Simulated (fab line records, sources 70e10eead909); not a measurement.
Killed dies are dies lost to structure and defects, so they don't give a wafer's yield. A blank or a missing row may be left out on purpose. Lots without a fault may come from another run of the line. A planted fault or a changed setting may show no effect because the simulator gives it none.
Which tool did it? | flow nand_harc | 11 lots, 33 wafers sampled, at 7 steps of a route of 1159

WHAT THE GAUGES READ, wafer by wafer
NHARC_A_START_INSPECT_01. Usual: raw_defect_count 3.6, standard deviation 1.9.
lot  | measured     | on                | raw_defect_count | flag
L482 | day 6 07:38  | defect_inspect-02 | 4 3 5            |
L484 | day 7 03:06  | defect_inspect-01 | 2 4 3            |
L488 | day 7 09:52  | defect_inspect-01 | 2 4 2            |
L487 | day 7 10:58  | defect_inspect-01 | 4 4 4            |
L486 | day 7 14:38  | defect_inspect-02 | 4 3 6            |
L489 | day 8 08:43  | defect_inspect-02 | 3 0 2            |
L490 | day 8 20:06  | defect_inspect-02 | 5 2 3            |
L497 | day 10 15:16 | defect_inspect-01 | 5 7 3            |
L502 | day 11 16:10 | defect_inspect-01 | 4 7 6            |
L504 | day 11 23:19 | defect_inspect-01 | 3 2 5            |
L505 | day 12 07:22 | defect_inspect-01 | 3 3 4            |

NHARC_A_ZERO_WELL_INSPECT_17. Usual: raw_defect_count 10, standard deviation 5.6.
lot  | measured     | on                | raw_defect_count | flag
L482 | day 6 10:00  | defect_inspect-02 | 7 12 4           |
L484 | day 7 05:17  | defect_inspect-02 | 2 15 8           |
L488 | day 7 12:03  | defect_inspect-01 | 5 11 9           |
L487 | day 7 13:17  | defect_inspect-01 | 5 10 16          |
L486 | day 7 16:57  | defect_inspect-02 | 12 7 14          |
L489 | day 8 11:02  | defect_inspect-01 | 2 5 2            |
L490 | day 8 22:16  | defect_inspect-01 | 6 3 17           |
L497 | day 10 17:46 | defect_inspect-01 | 16 970 951       | OFF
L502 | day 11 18:24 | defect_inspect-01 | 4 13 6           |
L504 | day 12 01:36 | defect_inspect-01 | 13 8 11          |
L505 | day 12 09:55 | defect_inspect-01 | 15 14 14         |

NHARC_A_SOURCE_PLATE_INSPECT_08. Usual: raw_defect_count 62, standard deviation 28.
lot  | measured     | on                | raw_defect_count | flag
L482 | day 7 06:15  | defect_inspect-01 | 60 75 37         |
L484 | day 7 23:57  | defect_inspect-01 | 39 42 81         |
L488 | day 8 06:14  | defect_inspect-01 | 73 72 91         |
L487 | day 8 09:31  | defect_inspect-01 | 66 40 41         |
L486 | day 8 14:47  | defect_inspect-01 | 62 102 41        |
L489 | day 9 07:22  | defect_inspect-01 | 24 47 54         |
L490 | day 9 18:32  | defect_inspect-01 | 53 136 48        |
L497 | day 11 14:17 | defect_inspect-01 | 39 1143 997      | OFF
L502 | day 12 15:54 | defect_inspect-02 | 65 122 83        |
L504 | day 12 21:14 | defect_inspect-01 | 60 40 48         |
L505 | day 13 08:13 | defect_inspect-02 | 52 42 136        |

NHARC_END_SORT_01. Usual: killed_at_array 28, standard deviation 12; killed_at_other 0.8, standard deviation 1.1; killed_at_periphery 3.6, standard deviation 2.3; killed_dies 32, standard deviation 12; killed_open 3.4, standard deviation 1.9; killed_short 2.0, standard deviation 1.3.
lot  | measured     | on        | killed_at_array | killed_at_other | killed_at_periphery | killed_dies | killed_open | killed_short | flag
L497 | day 23 08:14 | prober-01 | 31 133 116      | 0 0 0           | 0 2 2               | 31 135 118  | 7 5 2       | 4 1 3        | OFF

WHICH TOOL RAN EACH LOT (tool, then ch and the chambers of the sampled wafers, then the start)
lot  | NHARC_P_BONDPAD_DEP_00                    | NHARC_P_BONDPAD_STRIP_15           | NHARC_A_ZERO_WELL_ETCH_19
L482 | pecvd-01 ch 0,1,2, day 6 04:59 or earlier | rie_diel-02 ch 0,1,2, day 6 04:59  | rie_diel-04 ch 0,3, day 6 08:36
L484 | pecvd-04 ch 0,2, day 7 00:18 or earlier   | rie_diel-12 ch 0,1, day 7 00:18    | rie_diel-08 ch 0,1,3, day 7 04:04
L488 | pecvd-01 ch 0,1,2, day 7 05:19            | rie_diel-12 ch 1,2,3, day 7 07:02  | rie_diel-08 ch 0,3, day 7 10:50
L487 | pecvd-02 ch 1,2, day 7 06:00              | rie_diel-12 ch 1,2,3, day 7 08:14  | rie_diel-04 ch 0,2,3, day 7 12:04
L486 | pecvd-04 ch 1,2, day 7 09:57              | rie_diel-12 ch 1,2,3, day 7 11:50  | rie_diel-04 ch 0,1,2, day 7 15:43
L489 | pecvd-02 ch 1,2, day 8 04:13              | rie_diel-07 ch 1,2,3, day 8 06:04  | rie_diel-04 ch 1,2,3, day 8 09:47
L490 | pecvd-01 ch 0,1,2, day 8 15:39            | rie_diel-07 ch 0,2,3, day 8 17:25  | rie_diel-01 ch 0,2,3, day 8 21:05
L497 | pecvd-01 ch 0,2, day 10 12:26 or earlier  | rie_diel-12 ch 0,2, day 10 12:26   | rie_diel-08 ch 0,2, day 10 16:23
L502 | pecvd-01 ch 0,1,2, day 11 11:27           | rie_diel-12 ch 0,1, day 11 13:19   | rie_diel-01 ch 1,2,3, day 11 17:08
L504 | pecvd-04 ch 1,2, day 11 18:26             | rie_diel-12 ch 0,1,2, day 11 20:43 | rie_diel-01 ch 0,1, day 12 00:21
L505 | pecvd-04 ch 0,1, day 12 04:35 or earlier  | rie_diel-12 ch 1,3, day 12 04:35   | rie_diel-04 ch 1,2,3, day 12 08:28
- NHARC_P_BONDPAD_DEP_00: deposits SiCN, target thk 250 nm.
- NHARC_P_BONDPAD_STRIP_15: strips in O2.
- NHARC_A_ZERO_WELL_ETCH_19: etches the open film in N2/H2, target depth 80 nm, overetch 24 nm, time 87.88 s.

WHAT THE TOOLS THEMSELVES READ (means of the sampled wafers that have a number; where no wafer has one, the mark that the record gives instead)
NHARC_P_BONDPAD_DEP_00. Usual: heater_power_w 553 W, standard deviation 75.
lot  | tool     | heater_power_w (W) | flag
L482 | pecvd-01 | 523                |
L484 | pecvd-04 | 588                |
L488 | pecvd-01 | 573                |
L487 | pecvd-02 | 600                |
L486 | pecvd-04 | 525                |
L489 | pecvd-02 | 559                |
L490 | pecvd-01 | 561                |
L497 | pecvd-01 | 583                |
L502 | pecvd-01 | 568                |
L504 | pecvd-04 | 576                |
L505 | pecvd-04 | 584                |

NHARC_P_BONDPAD_STRIP_15. Usual: drypump_motor_current_A 5.6 A, standard deviation 0.43; o2_flow_sccm 500.3 sccm, standard deviation 1.4; oes_product_au 1.002 a.u., standard deviation 0.0068; rf_vpp_V 57.8 V, standard deviation 0.8; showerhead_plenum_p_Torr 3.53 Torr, standard deviation 0.13; throttle_valve_pct 17.037 %, standard deviation 0.0096.
lot  | tool        | drypump_motor_current_A (A) | o2_flow_sccm (sccm) | oes_product_au (a.u.) | rf_vpp_V (V) | showerhead_plenum_p_Torr (Torr) | throttle_valve_pct (%) | flag
L482 | rie_diel-02 | 5.5                         | 499.0               | 1.003                 | 57.5         | 3.40                            | 17.038                 |
L484 | rie_diel-12 | 5.7                         | 501.4               | 1.005                 | 58.2         | 3.66                            | 17.029                 |
L488 | rie_diel-12 | 5.5                         | 500.5               | 0.995                 | 57.7         | 3.54                            | 17.034                 |
L487 | rie_diel-12 | 5.5                         | 500.3               | 1.007                 | 58.0         | 3.54                            | 17.030                 |
L486 | rie_diel-12 | 5.5                         | 500.2               | 1.000                 | 58.0         | 3.54                            | 17.038                 |
L489 | rie_diel-07 | 5.8                         | 498.3               | 1.005                 | 57.6         | 3.45                            | 17.034                 |
L490 | rie_diel-07 | 6.0                         | 500.4               | 1.011                 | 57.3         | 3.43                            | 17.043                 |
L497 | rie_diel-12 | 6.0                         | 500.7               | 1.001                 | 57.0         | 3.48                            | 17.032                 |
L502 | rie_diel-12 | 5.7                         | 500.1               | 1.009                 | 58.1         | 3.65                            | 17.040                 |
L504 | rie_diel-12 | 5.8                         | 501.5               | 0.996                 | 58.8         | 3.57                            | 17.037                 |
L505 | rie_diel-12 | 5.4                         | 500.3               | 1.005                 | 58.1         | 3.63                            | 17.037                 |

NHARC_A_ZERO_WELL_ETCH_19. Usual: drypump_motor_current_A 5.8 A, standard deviation 0.33; oes_product_au 1.000 a.u., standard deviation 0.0076; rf_vpp_V 431.0 V, standard deviation 2.2; showerhead_plenum_p_Torr 2.06 Torr, standard deviation 0.074; throttle_valve_pct 14.172 %, standard deviation 0.009.
lot  | tool        | drypump_motor_current_A (A) | oes_product_au (a.u.) | rf_vpp_V (V) | showerhead_plenum_p_Torr (Torr) | throttle_valve_pct (%) | flag
L482 | rie_diel-04 | 6.2                         | 1.008                 | 430.7        | 2.05                            | 14.172                 |
L484 | rie_diel-08 | 5.8                         | 0.989                 | 429.0        | 2.01                            | 14.174                 |
L488 | rie_diel-08 | 5.7                         | 0.998                 | 428.5        | 1.98                            | 14.178                 |
L487 | rie_diel-04 | 5.9                         | 0.999                 | 431.4        | 2.05                            | 14.178                 |
L486 | rie_diel-04 | 5.9                         | 1.001                 | 431.0        | 2.06                            | 14.179                 |
L489 | rie_diel-04 | 5.6                         | 0.999                 | 430.6        | 2.06                            | 14.170                 |
L490 | rie_diel-01 | 5.7                         | 0.995                 | 430.4        | 2.05                            | 14.185                 |
L497 | rie_diel-08 | 5.7                         | 1.001                 | 431.4        | 2.07                            | 14.177                 |
L502 | rie_diel-01 | 6.0                         | 0.996                 | 431.9        | 2.10                            | 14.169                 |
L504 | rie_diel-01 | 5.9                         | 0.998                 | 433.0        | 2.14                            | 14.176                 |
L505 | rie_diel-04 | 5.6                         | 0.996                 | 430.5        | 2.06                            | 14.168                 |

THE ANSWER, worked out from the rows above alone
Rule: a lot is off if the mean of its wafers that have a number lies more than 3 standard deviations from the usual mean. A lot without any number at a reading at which 4 lots or more have one is off too. The other lots that the step has rows for count as sound. The gauges are gone through in route order, then the tools' own readings, and for those a lot's mean is taken as printed above. The first step at which some lot is off is used, and at that step the reading that is off furthest; a lot without a number counts as furthest.
Off: L497, at NHARC_A_ZERO_WELL_INSPECT_17 (raw_defect_count).
A tool fits if, at a process step before that reading, it ran every lot that is off, and no sound lot after the first of them. The gauges at NHARC_A_ZERO_WELL_INSPECT_17 aren't tried: what is off there is off at NHARC_END_SORT_01 too, on other tools, and a gauge's error can't cause that. NHARC_P_BONDPAD_DEP_00 gives no start for some lots, so the hours and the order of its lots are those of NHARC_P_BONDPAD_STRIP_15. One fits: rie_diel-08 at NHARC_A_ZERO_WELL_ETCH_19. Its last sound lot is L488 (day 7 10:50), its first lot that is off L497 (day 10 16:23): a fault that began between those two fits.

WHAT THE SIMULATOR HAD PUT IN
Chamber particle source: rie_diel-08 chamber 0, from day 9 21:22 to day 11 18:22, at NHARC_A_ZERO_WELL_ETCH_19. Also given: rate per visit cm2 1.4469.
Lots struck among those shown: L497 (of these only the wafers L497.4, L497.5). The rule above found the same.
